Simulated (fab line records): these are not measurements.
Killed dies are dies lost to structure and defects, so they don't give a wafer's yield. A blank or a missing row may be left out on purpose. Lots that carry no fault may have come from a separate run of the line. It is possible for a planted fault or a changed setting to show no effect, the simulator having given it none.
Chamber matching | flow n5_finfet | ald_hk-01 running N5_HKMG_FIN_ALD_74: 4 sister chambers
The step deposits La2O3, target thk 0.5 nm, pulse time 6 s, co reactant pulse time 1 s. 8 wafers are shown with their chamber, then 9 later ones without.

## WAFERS, EACH WITH ITS CHAMBER
wafer  | chamber | heater_power_outer_w (W) | heater_power_w (W)
L080.2 | 3       | 163                      | 297
L081.4 | 1       | 184                      | 347
L085.3 | 2       | 168                      | 314
L085.4 | 0       | 158                      | 297
L085.5 | 1       | 189                      | 343
L090.1 | 2       | 167                      | 311
L090.2 | 0       | 160                      | 311
L090.4 | 3       | 165                      | 297

## WAFERS MISSING THEIR CHAMBER
wafer  | heater_power_outer_w (W) | heater_power_w (W)
L091.4 | 166                      | 299
L091.5 | 185                      | 344
L091.6 | 168                      | 319
L095.4 | 159                      | 297
L095.5 | 164                      | 313
L095.6 | 187                      | 353
L096.3 | 163                      | 303
L096.5 | 160                      | 305
L096.6 | 164                      | 293

## THE CHAMBER EACH PASSED THROUGH
wafer  | from the rows above          | in truth
L091.4 | can't be placed: 3 or 2      | 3
L091.5 | 1                            | 1
L091.6 | 2                            | 2
L095.4 | can't be placed: 0 or 3      | 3
L095.5 | can't be placed: 2 or 0 or 3 | 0
L095.6 | 1                            | 1
L096.3 | can't be placed: 3 or 0 or 2 | 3
L096.5 | can't be placed: 0 or 3      | 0
L096.6 | 3                            | 3
Correctly placed: 4 of 9. Cannot be placed on the basis of these rows: 5; the candidates contain the true chamber in 5. Wrongly placed: 0.
How it was worked out, from the rows above alone: a wafer's distance from a chamber is the root of the sum, over the readings, of the square of ((its reading less the chamber's mean) divided by the reading's scatter). If the next closest chamber is less than 2 further off than the closest, the wafer can't be placed; otherwise it belongs to the closest. A chamber's mean is the mean of its shown wafers. How the scatter is found: for the shown wafers, subtract from each reading the mean of its chamber, square and add these, divide the total by (wafers less chambers), then take the root.
